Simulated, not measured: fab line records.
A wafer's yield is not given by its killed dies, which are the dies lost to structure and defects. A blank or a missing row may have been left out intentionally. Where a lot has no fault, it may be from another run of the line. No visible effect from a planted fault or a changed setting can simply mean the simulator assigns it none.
Chamber matching / flow nandHarc / 4 sister chambers for NHARC_A_CHANNEL_FILL_D2_ALD_14 on aldHk-01
The step deposits SiO2, target thk 2.5 nm, pulse time 10 s, ald cycles 25. 4 wafers are shown with their chamber, then 8 later ones without.

== WAFERS WITH THEIR CHAMBER ==
wafer=L090.1; chamber=2; heaterPowerW (W)=432
wafer=L090.2; chamber=3; heaterPowerW (W)=466
wafer=L090.3; chamber=0; heaterPowerW (W)=459
wafer=L090.4; chamber=1; heaterPowerW (W)=486

== WAFERS WITHOUT THEIR CHAMBER ==
wafer=L090.5; heaterPowerW (W)=467
wafer=L090.6; heaterPowerW (W)=486
wafer=L094.1; heaterPowerW (W)=461
wafer=L094.2; heaterPowerW (W)=416
wafer=L094.3; heaterPowerW (W)=441
wafer=L094.4; heaterPowerW (W)=468
wafer=L094.5; heaterPowerW (W)=486
wafer=L094.6; heaterPowerW (W)=447

== THE CHAMBER EACH PASSED THROUGH ==
wafer=L090.5; from the rows above=can't be placed: 3 or 0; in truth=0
wafer=L090.6; from the rows above=1; in truth=1
wafer=L094.1; from the rows above=can't be placed: 0 or 3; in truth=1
wafer=L094.2; from the rows above=2; in truth=2
wafer=L094.3; from the rows above=can't be placed: 2 or 0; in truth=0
wafer=L094.4; from the rows above=can't be placed: 3 or 0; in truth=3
wafer=L094.5; from the rows above=1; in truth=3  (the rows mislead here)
wafer=L094.6; from the rows above=can't be placed: 0 or 2 or 3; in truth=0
Placed correctly: 2 of 8. From these rows, 5 cannot be placed; in 4 the true chamber is one of the candidates. Placed wrongly: 1.
How it was worked out, from the rows above alone: a wafer's distance from a chamber is the root of the sum, over the readings, of the square of ((its reading less the chamber's mean) divided by the reading's scatter). The wafer belongs to the nearest chamber; if the next one is less than 2 further off, it can't be placed. Each chamber's mean is taken over the wafers shown for it. The scatter (one wafer shown for each chamber): square how far every hidden wafer sits from the nearest shown wafer, average those squares and take the square root.
